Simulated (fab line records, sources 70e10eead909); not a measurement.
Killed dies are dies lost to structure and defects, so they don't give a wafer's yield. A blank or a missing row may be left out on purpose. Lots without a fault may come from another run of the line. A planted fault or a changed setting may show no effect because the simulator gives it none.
fab line records | flow nand_harc
record lots=7 wafers=21 last_day=33
route steps=1302 shown A_BLC@1132 A_M0@1137 END@1302
lots that met no fault: from a run of the same line without faults
start_h: hours from the record's first day to the start of the lot's first wafer shown | wait_h: hours since the lot's step before | " the same as in the row above | L1.1+2: a row that stands for several wafers | - no value, or no start given | * or withheld: withheld | < > ~ a bound
route shown NAME@n: a module of which the file shows steps, and the number in the route of the first | usual: mean/standard deviation of fault-free wafers | same: alike in all rows | chamber/n: place in a boat | sites: the reading at each site | _std_site: their standard deviation | _edge_site: outer sites' mean less inner sites' | radius_mm: how far each site lies from the wafer's centre | mask NAME#n: copy n | behind: the tool/chamber that last shaped the wafer | hold: why the lot was held/for how many hours/how that ended | device: the transistor (n, p or np) that didn't switch | end of line: the same wafers' tests at the end of the route | a step without rows: its recipe alone | killed: dies lost to structure and defects at the first sort, not the wafer's yield | map: a wafer's dies, x killed, . not, _ none there
set.NAME: the setting as run; set.NAME@STEP: as run at that earlier step | model.NAME: the simulator's own value behind a step, which no gauge read
lots at some steps of the route; a table a step, a row a wafer
services: from which hour (start_h, from the record's first day; less than 0 if before it) a tool's chamber was out of use, for how many hours, and why
## steps
# step NHARC_A_BLC_CVD_24
# recipe target_thk_a=1500 temp_c=300 pressure_torr=40 wf6_flow_sccm=40 h2_flow_sccm=1600 ar_flow_sccm=1560 time_s=434 material=W
# usual heater_power_w=440/26 throttle_valve_pct=8.26/0.28
# same time_s=434
# columns lot.wafer tool chamber start_h wait_h heater_power_w throttle_valve_pct
L108.3 cvd_w-02 0 - - 424 8.47
L108.4 " 1 " " 399 7.85
L108.6 " 1 " " 398 7.85
L113.1 cvd_w-02 1 - - 403 7.96
L113.4 " 0 " " 429 8.56
L113.3 " 1 " " 403 7.94
L123.1 cvd_w-01 1 - - 479 8.41
L123.3 " 1 " " 457 8.46
L123.6 " 0 " " 442 8.30
L124.1 cvd_w-01 1 - - 470 8.55
L124.4 " 1 " " 465 8.52
L124.3 " 0 " " 442 8.55
L126.2 cvd_w-02 0 - - 467 8.02
L126.3 " 0 " " 450 7.75
L126.5 " 0 " " 456 7.96
L129.2 cvd_w-01 0 - - 462 8.36
L129.1 " 1 " " 465 8.59
L129.6 " 1 " " 472 8.58
L128.2 cvd_w-02 0 - - 459 8.24
L128.4 " 0 " " 466 8.06
L128.5 " 0 " " 457 7.79
# step NHARC_A_BLC_CMP_25
# recipe t_overpolish_s=30 target_thk_nm=150
# usual motor_current_A=11.9/1.1 overpolish_run_s=30.001/0.0093 time_to_endpoint_s=31.0/2.8
# columns lot.wafer tool chamber start_h wait_h motor_current_A overpolish_run_s time_to_endpoint_s
L108.3 cmp-04 3 531.80 0.3 11.3 30.013 34.5
L108.4 " 0 " " 12.3 29.996 31.6
L108.6 " 2 " " 12.2 30.015 32.9
L113.4 cmp-04 0 587.65 0.3 12.1 30.017 28.3
L113.3 " 1 " " 13.2 30.015 29.6
L113.1 " 2 " " 12.8 30.010 26.8
L123.1 cmp-01 1 670.93 0.5 14.0 30.001 29.8
L123.3 " 3 " " 13.4 29.995 29.9
L123.6 " 2 " " 10.4 30.003 32.4
L124.1 cmp-01 1 692.25 0.5 12.8 30.008 33.3
L124.4 " 2 " " 10.8 30.001 35.1
L124.3 " 3 " " 13.8 29.990 33.7
L126.3 cmp-02 2 694.07 0.4 10.7 29.992 34.1
L126.2 " 3 " " 11.3 29.990 33.9
L126.5 " 0 " " 12.3 29.997 31.9
L129.1 cmp-02 0 727.14 0.4 12.9 30.017 25.2
L129.2 " 1 " " 11.0 29.997 30.4
L129.6 " 3 " " 11.0 30.003 28.7
L128.2 cmp-02 3 729.64 0.7 11.0 29.985 28.0
L128.4 " 0 " " 13.5 30.003 28.7
L128.5 " 1 " " 10.3 30.003 30.8
# step NHARC_A_BLC_SRD_27
# step NHARC_A_BLC_INSPECT_28
# usual raw_defect_count=527/140
# columns lot.wafer tool chamber start_h wait_h raw_defect_count
L108.3 defect_inspect-02 - 532.18 0.1 281
L108.4 " - " " 329
L108.6 " - " " 616
L113.1 defect_inspect-01 - 588.05 0.1 455
L113.3 " - " " 595
L113.4 " - " " 566
L123.1 defect_inspect-02 - 671.34 0.1 420
L123.3 " - " " 470
L123.6 " - " " 399
L124.1 defect_inspect-01 - 692.65 0.1 558
L124.3 " - " " 420
L124.4 " - " " 680
L126.2 defect_inspect-01 - 694.43 0.1 408
L126.3 " - " " 460
L126.5 " - " " 409
L129.1 defect_inspect-01 - 727.52 0.1 404
L129.2 " - " " 564
L129.6 " - " " 460
L128.2 defect_inspect-01 - 730.00 0.1 887
L128.4 " - " " 710
L128.5 " - " " 625
# step NHARC_A_M0_DEP_00
# recipe target_thk_a=1500 target_thk_nm=150 temp_c=withheld pressure_torr=5 flow_sccm=200 rf_w=600 material=SiOC
# step NHARC_A_M0_DEHYDRATE_01
# recipe temp_c=150 time_s=120
# step NHARC_A_M0_HMDS_02
# recipe time_s=30
# step NHARC_A_M0_COAT_33
# recipe temp_c=200 time_s=65
# step NHARC_A_M0_COAT_03
# recipe spin_rpm=1500 resist_thk_nm=90
# step NHARC_A_M0_SOFTBAKE_04
# recipe temp_c=105 time_s=55
# step NHARC_A_M0_EBR_05
# step NHARC_A_M0_EXPOSE_06
# recipe na=1.35 target_cd_nm=80 dose_mj=83.25 mask_id=A_M0
# usual exposure_dose_mJ_cm2=83.25/0.083
# columns lot.wafer tool chamber start_h wait_h mask exposure_dose_mJ_cm2
L108.3 arfi_scanner-03 0 532.95 - A_M0#0 83.25
L108.4 " 0 " " A_M0#0 83.37
L108.6 " 0 " " A_M0#0 83.37
L113.1 arfi_scanner-01 0 588.69 - A_M0#0 83.27
L113.3 " 0 " " A_M0#0 83.25
L113.4 " 0 " " A_M0#0 83.28
L123.1 arfi_scanner-03 0 671.98 - A_M0#0 95.80
L123.3 " 0 " " A_M0#0 95.81
L123.6 " 0 " " A_M0#0 95.97
L124.1 arfi_scanner-03 0 693.29 - A_M0#0 93.35
L124.3 " 0 " " A_M0#0 93.45
L124.4 " 0 " " A_M0#0 93.39
L126.2 arfi_scanner-03 0 695.07 - A_M0#0 91.30
L126.3 " 0 " " A_M0#0 91.37
L126.5 " 0 " " A_M0#0 91.38
L129.1 arfi_scanner-01 0 728.28 - A_M0#0 83.18
L129.2 " 0 " " A_M0#0 83.26
L129.6 " 0 " " A_M0#0 83.18
L128.2 arfi_scanner-01 0 730.64 - A_M0#0 83.12
L128.4 " 0 " " A_M0#0 83.20
L128.5 " 0 " " A_M0#0 83.32
# step NHARC_A_M0_PEB_07
# recipe peb_temp_c=100 peb_time_s=65
# step NHARC_A_M0_DEVELOP_08
# recipe develop_time_s=35 dev_temp_c=23
# step NHARC_A_M0_CD_MEAS_09
# recipe target_cd_nm=80 landing_energy_ev=500
# usual cd_nm=80.1/0.57
# same landing_energy_ev=500
# columns lot.wafer tool chamber start_h wait_h cd_nm
L108.3 cd_sem-02 0 533.08 - 80.6
L108.4 " 0 " " 79.7
L108.6 " 0 " " 80.8
L113.1 cd_sem-02 0 588.83 - 80.0
L113.3 " 0 " " 79.7
L113.4 " 0 " " 79.8
L123.1 cd_sem-02 0 672.12 - 90.1
L123.3 " 0 " " 89.9
L123.6 " 0 " " 89.8
L124.1 cd_sem-02 0 693.43 - 88.0
L124.3 " 0 " " 87.5
L124.4 " 0 " " 88.3
L126.2 cd_sem-02 0 695.21 - 86.5
L126.3 " 0 " " 85.8
L126.5 " 0 " " 86.4
L129.1 cd_sem-01 0 728.42 - 80.5
L129.2 " 0 " " 80.2
L129.6 " 0 " " 80.4
L128.2 cd_sem-02 0 730.78 - 79.6
L128.4 " 0 " " 79.7
L128.5 " 0 " " 80.1
# step NHARC_A_M0_OVL_MEAS_10
# recipe pitch_nm=160
# usual overlay_x_nm=-0.2/0.6 overlay_y_nm=-0.1/0.83
# columns lot.wafer tool chamber start_h wait_h overlay_x_nm overlay_y_nm
L108.3 overlay-01 - 533.17 - -0.4 -1.1
L108.4 " - " " -0.3 -1.1
L108.6 " - " " -0.5 -1.0
L113.1 overlay-01 - 588.92 - 0.1 1.5
L113.3 " - " " 0.6 1.5
L113.4 " - " " 0.4 1.7
L123.1 overlay-01 - 672.21 - 0.0 -1.8
L123.3 " - " " 1.1 -0.9
L123.6 " - " " 0.4 -0.7
L124.1 overlay-01 - 693.51 - -0.2 -0.6
L124.3 " - " " -0.4 -0.7
L124.4 " - " " 0.2 -0.9
L126.2 overlay-01 - 695.29 - 0.7 -0.6
L126.3 " - " " 0.7 -0.6
L126.5 " - " " 1.2 -0.8
L129.1 overlay-01 - 728.50 - -1.6 -0.1
L129.2 " - " " -1.3 -0.3
L129.6 " - " " -1.6 -0.8
L128.2 overlay-01 - 730.87 - 0.4 -0.7
L128.4 " - " " 0.1 -0.8
L128.5 " - " " 0.1 -0.9
# step NHARC_A_M0_INSPECT_11
# usual raw_defect_count=83/37
# columns lot.wafer tool chamber start_h wait_h raw_defect_count
L108.3 defect_inspect-02 - 533.20 0.0 16
L108.4 " - " " 17
L108.6 " - " " 26
L113.1 defect_inspect-02 - 588.95 0.0 58
L113.3 " - " " 60
L113.4 " - " " 76
L123.1 defect_inspect-01 - 672.24 0.0 79
L123.3 " - " " 77
L123.6 " - " " 73
L124.1 defect_inspect-02 - 693.55 0.0 118
L124.3 " - " " 100
L124.4 " - " " 99
L126.2 defect_inspect-01 - 695.33 0.0 51
L126.3 " - " " 40
L126.5 " - " " 46
L129.1 defect_inspect-02 - 728.54 0.0 124
L129.2 " - " " 115
L129.6 " - " " 123
L128.2 defect_inspect-02 - 730.90 0.0 72
L128.4 " - " " 79
L128.5 " - " " 64
# step NHARC_A_M0_DESCUM_14
# recipe time_s=3 o2_flow_sccm=200 ar_flow_sccm=0 bias_power_w=0 chemistry=O2
# usual drypump_motor_current_A=5.8/0.5 o2_flow_sccm=199.9/0.53 oes_product_au=0.996/0.011 rf_vpp_V=57.8/0.81 showerhead_plenum_p_Torr=1.91/0.078 throttle_valve_pct=11.311/0.0098
# same time_s=3
# columns lot.wafer tool chamber start_h wait_h drypump_motor_current_A o2_flow_sccm oes_product_au rf_hours_counter_h rf_vpp_V showerhead_plenum_p_Torr throttle_valve_pct model.A_M0.cd_nm
L108.4 rie_diel-07 0 533.28 0.1 5.7 200.1 0.985 3.4 57.2 1.81 11.309 78.83
L108.3 " 1 " " 5.8 199.6 1.001 3.3 57.8 1.92 11.322 80.6
L108.6 " 3 " " 5.4 199.6 0.980 - 58.6 1.85 11.315 80.33
L113.4 rie_diel-07 3 589.02 0.1 5.4 199.2 0.991 6.5 57.0 1.85 11.292 78.64
L113.3 " 0 " " 5.7 199.1 0.979 6.9 57.3 1.81 11.315 79.36
L113.1 " 2 " " 6.4 201.0 0.994 6.1 57.4 1.81 11.319 79.48
L123.1 rie_diel-01 0 672.32 0.1 4.8 200.7 0.990 8.6 57.6 1.82 11.314 89.52
L123.3 " 1 " " 5.1 199.6 0.987 5.6 58.7 2.05 11.318 88.77
L123.6 " 3 " " 4.7 200.0 0.985 - 57.6 1.95 11.313 88.65
L124.1 rie_diel-07 3 693.62 0.1 5.4 200.0 0.993 1.4 57.0 1.85 11.306 87.72
L124.3 " 0 " " 5.7 200.0 0.994 1.5 58.0 1.80 11.310 87.42
L124.4 " 1 " " 5.8 200.3 1.013 2.1 57.7 1.91 11.320 88.27
L126.2 rie_diel-05 1 695.41 0.1 6.0 200.2 0.999 3.7 58.4 1.85 11.298 86.28
L126.3 " 2 " " 6.4 199.5 1.006 3.6 57.4 1.98 11.307 85.09
L126.5 " 3 " " 6.2 199.3 1.005 - 58.6 1.98 11.302 86.43
L129.2 rie_diel-05 2 728.61 0.1 6.3 200.0 1.016 4.7 58.6 1.98 11.311 79.28
L129.1 " 3 " " 6.1 200.1 0.996 5.3 57.8 1.98 11.307 79.5
L129.6 " 2 " " 6.3 199.6 1.006 - 57.4 1.98 11.308 79.51
L128.4 rie_diel-07 3 730.96 0.1 5.4 200.2 0.999 3.8 57.7 1.85 11.302 79.35
L128.2 " 1 " " 5.8 199.9 1.029 4.5 58.5 1.91 11.312 80.26
L128.5 " 0 " " 5.7 200.1 1.014 - 57.2 1.80 11.304 79.64
# step NHARC_A_M0_ETCH_34
# recipe target_depth_a=400 overetch_a=120 time_s=43.94 ion_energy_ev=200 n2_flow_sccm=150 h2_flow_sccm=150 ar_flow_sccm=0 rf_w=400 bias_w=150 chemistry=N2/H2
# usual bias_w=149.9/0.46 drypump_motor_current_A=5.8/0.5 oes_product_au=0.998/0.011 rf_vpp_V=430.3/2.4 showerhead_plenum_p_Torr=2.03/0.083 throttle_valve_pct=14.169/0.0092
# same time_s=43.94
# columns lot.wafer tool chamber start_h wait_h bias_w drypump_motor_current_A oes_product_au rf_hours_counter_h rf_vpp_V showerhead_plenum_p_Torr throttle_valve_pct
L108.4 rie_diel-07 3 533.35 0.1 149.4 5.4 0.983 3.5 428.5 1.97 14.166
L108.3 " 0 " " 149.6 5.7 0.992 3.4 426.5 1.92 14.158
L108.6 " 2 " " 150.0 6.4 0.979 - 426.0 1.92 14.176
L113.1 rie_diel-07 1 589.10 0.1 149.8 5.8 1.004 6.4 431.0 2.04 14.173
L113.3 " 2 " " 150.8 6.4 0.993 6.1 425.8 1.92 14.175
L113.4 " 0 " " 149.8 5.7 0.980 6.9 428.1 1.92 14.185
L123.1 rie_diel-01 3 672.41 0.1 149.6 4.8 1.004 7.3 430.6 2.08 14.157
L123.3 " 0 " " 148.8 4.8 1.004 8.6 428.6 1.94 14.169
L123.6 " 3 " " 150.0 4.8 1.003 - 432.4 2.08 14.149
L124.1 rie_diel-07 3 693.70 0.1 150.2 5.4 1.002 1.4 428.8 1.97 14.158
L124.4 " 0 " " 150.4 5.7 0.994 1.5 427.4 1.92 14.169
L124.3 " 2 " " 149.9 6.4 0.979 1.9 428.3 1.92 14.168
L126.3 rie_diel-05 3 695.48 0.1 150.0 6.2 1.013 4.3 431.1 2.11 14.177
L126.2 " 2 " " 149.2 6.4 0.998 3.7 432.2 2.12 14.181
L126.5 " 3 " " 149.8 6.2 1.012 - 430.8 2.11 14.172
L129.2 rie_diel-05 1 728.70 0.1 149.8 6.0 0.997 4.5 428.6 1.97 14.160
L129.1 " 2 " " 150.1 6.4 1.006 4.7 430.2 2.12 14.171
L129.6 " 3 " " 150.3 6.1 0.994 - 433.3 2.11 14.158
L128.4 rie_diel-07 1 731.05 0.1 150.0 5.8 1.028 4.6 430.5 2.04 14.171
L128.2 " 0 " " 150.0 5.7 1.000 4.0 426.4 1.92 14.170
L128.5 " 1 " " 149.6 5.8 1.026 - 429.7 2.04 14.164
# step NHARC_A_M0_ETCH_15
# recipe target_depth_a=1500 overetch_a=150 time_s=82.5 c4f8_flow_sccm=withheld ar_flow_sccm=400 rf_w=600 bias_w=300 chemistry=C4F8/Ar
# usual bias_w=300.1/0.86 oes_product_au=0.945/0.021 rf_vpp_V=440.7/2.6
# same time_s=82.5
# columns lot.wafer tool chamber start_h wait_h bias_w oes_product_au rf_hours_counter_h rf_vpp_V model.A_M0.cd_nm
L108.4 rie_diel-07 1 - - 300.3 0.964 3.3 440.7 78.65
L108.3 " 2 " " 301.9 0.943 3.4 435.9 81.02
L108.6 " 0 " " 299.8 0.942 - 437.3 80.15
L113.3 rie_diel-07 1 - - 300.9 0.974 6.4 440.8 79.23
L113.4 " 2 " " 300.2 0.979 6.1 436.1 78.94
L113.1 " 3 " " 300.9 0.939 6.5 438.8 80.02
L123.1 rie_diel-01 0 - - 300.9 0.923 8.7 436.9 89.58
L123.3 " 1 " " 300.2 0.948 5.6 445.2 89.08
L123.6 " 3 " " 299.8 0.919 - 440.9 89.09
L124.4 rie_diel-07 2 - - 300.4 0.946 2.0 437.5 88.02
L124.1 " 0 " " 299.9 0.966 1.5 436.8 87.93
L124.3 " 1 " " 298.5 0.983 2.1 440.1 87.32
L126.2 rie_diel-05 0 - - 300.3 0.951 4.3 440.7 86.33
L126.3 " 1 " " 301.5 0.969 3.7 438.1 84.82
L126.5 " 2 " " 301.2 0.980 - 442.8 86.35
L129.1 rie_diel-05 0 - - 300.1 0.973 5.1 441.1 79.58
L129.2 " 1 " " 301.5 0.962 4.5 439.1 79.45
L129.6 " 3 " " 300.3 0.985 - 442.2 79.5
L128.2 rie_diel-07 0 - - 299.6 0.933 4.0 435.4 80.27
L128.4 " 2 " " 300.4 0.930 4.4 438.3 79.4
L128.5 " 1 " " 300.8 0.958 - 441.5 79.68
# step NHARC_A_M0_CD_MEAS_16
# usual cd_nm=79.8/0.67
# columns lot.wafer tool chamber start_h wait_h cd_nm
L108.3 cd_sem-02 - 533.56 - 81.1
L108.4 " - " " 78.6
L108.6 " - " " 80.3
L113.1 cd_sem-01 - 589.32 - 80.0
L113.3 " - " " 78.9
L113.4 " - " " 78.7
L123.1 cd_sem-03 - 672.65 - 89.5
L123.3 " - " " 89.2
L123.6 " - " " 89.2
L124.1 cd_sem-03 - 693.91 - 87.7
L124.3 " - " " 87.8
L124.4 " - " " 88.0
L126.2 cd_sem-01 - 695.69 - 86.6
L126.3 " - " " 85.0
L126.5 " - " " 86.3
L129.1 cd_sem-03 - 728.90 - 79.7
L129.2 " - " " 79.2
L129.6 " - " " 79.4
L128.2 cd_sem-02 - 731.26 - 80.3
L128.4 " - " " 79.5
L128.5 " - " " 79.7
# step NHARC_END_SORT_01
# recipe temp_c=25
# usual defect_limited_yield=90.9/2.8 killed_at_array=57/20 killed_at_other=1.3/1.4 killed_at_periphery=3.4/2.4 killed_dies=61/19 killed_open=2.9/1.8 killed_short=2.5/1.6
# same gross_dies=677
# columns lot.wafer tool chamber start_h wait_h defect_limited_yield[%] killed_at_array killed_at_other killed_at_periphery killed_dies killed_open killed_short
L126.5 prober-01 0 737.55 3.6 92.0 50 1 3 54 6 6
L129.1 prober-01 0 778.26 2.5 90.0 62 2 4 68 3 1
L129.6 prober-01 0 782.25 4.0 87.7 74 6 3 83 1 2
# killed by level:class
L126.5 A_CHANNEL_HOLE_D2:chamber_film_flake=25 A_SLIT:chamber_film_flake=5 A_CHANNEL_HOLE_D1:chamber_film_flake=5 A_ONON_D1:geometric_particle:short=4 A_DECK1_JOINT:chamber_film_flake=2 A_M0:area_expose=2 P_CONTACT:geometric_particle:open=1 A_ONON_D1:geometric_particle:open=1
L129.1 A_CHANNEL_HOLE_D2:chamber_film_flake=22 A_CHANNEL_HOLE_D1:chamber_film_flake=17 A_SLIT:chamber_film_flake=12 A_CONTACT:chamber_film_flake=5 P_GATE:chamber_film_flake=3 A_CHANNEL_FILL_D2:chamber_film_flake=2 THIN_TSV:chamber_film_flake=2 P_M0:geometric_particle:open=1
L129.6 A_SLIT:chamber_film_flake=37 A_CHANNEL_HOLE_D2:chamber_film_flake=17 A_CHANNEL_HOLE_D1:chamber_film_flake=10 THIN_TSV:chamber_film_flake=6 A_CONTACT:chamber_film_flake=4 A_WL_FILL:chamber_film_flake=3 P_GATE:chamber_film_flake=2 A_CHANNEL_FILL_D1:geometric_particle:short=1
## services
# columns tool chamber start_h hours kind
arfi_scanner-03 - 510.09 0.2 repair
cvd_w-02 - 513.10 0.5 repair
cmp-02 - 513.23 5.4 repair
arfi_scanner-01 - 516.08 0.3 repair
cmp-02 - 526.51 4.0 pm
arfi_scanner-01 - 535.71 0.7 repair
rie_diel-01 1 539.59 66.8 repair
rie_diel-07 1 539.78 1.9 repair
arfi_scanner-03 - 540.00 4.0 pm
cvd_w-01 - 547.02 13.0 pm
rie_diel-01 - 557.80 9.0 pm
rie_diel-07 2 560.53 1.2 repair
arfi_scanner-01 - 566.65 1.7 repair
rie_diel-01 - 572.00 0.5 repair
arfi_scanner-03 - 577.89 0.9 repair
rie_diel-05 - 583.60 9.0 pm
rie_diel-07 1 583.97 4.8 repair
rie_diel-07 1 616.88 4.2 repair
cvd_w-02 - 631.33 13.0 pm
rie_diel-07 - 648.35 9.0 pm
rie_diel-07 0 669.07 4.9 repair
rie_diel-07 0 708.39 3.3 repair
arfi_scanner-03 - 712.00 4.0 pm
arfi_scanner-03 - 723.61 23.1 repair
## key
first_sign step=NHARC_A_M0_EXPOSE_06 reading=exposure_dose_mJ_cm2 direction=up sigmas=99+ usual=83.25 struck=93.54
effect step=NHARC_A_M0_CD_MEAS_09 reading=cd_nm direction=up sigmas=14 usual=80.1 struck=88.0 through=control_loop
effect step=NHARC_A_M0_CD_MEAS_16 reading=cd_nm direction=up sigmas=12 usual=79.8 struck=87.7 through=control_loop
model_effect step=NHARC_A_M0_DESCUM_14 value=A_M0.cd_nm without=79.98 struck=87.57
model_effect step=NHARC_A_M0_ETCH_15 value=A_M0.cd_nm without=80.02 struck=87.61
met_at NHARC_A_M0_EXPOSE_06
struck_wafers L123.1,L123.3,L123.6,L124.1,L124.3,L124.4,L126.2,L126.3,L126.5
sort_left_out L123.1,L123.3,L123.6,L124.1,L124.3,L124.4
loop_trim step=NHARC_A_M0_EXPOSE_06 setting=dose lots=L124,L126
onset_between 532.95 671.98
fault kind=process_parameter_drift tool=arfi_scanner-03 chamber=- onset_h=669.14 steps=NHARC_A_M0_EXPOSE_06 channel=dose_mj offset=12.631 shape=step acts_in=these_recipes_only stated=83.25
# sort_left_out: the simulated sort isn't trusted on such a fault, so these wafers' sort isn't shown, and their yield isn't known
# loop_trim: a control loop set the setting to another value than it would have without faults
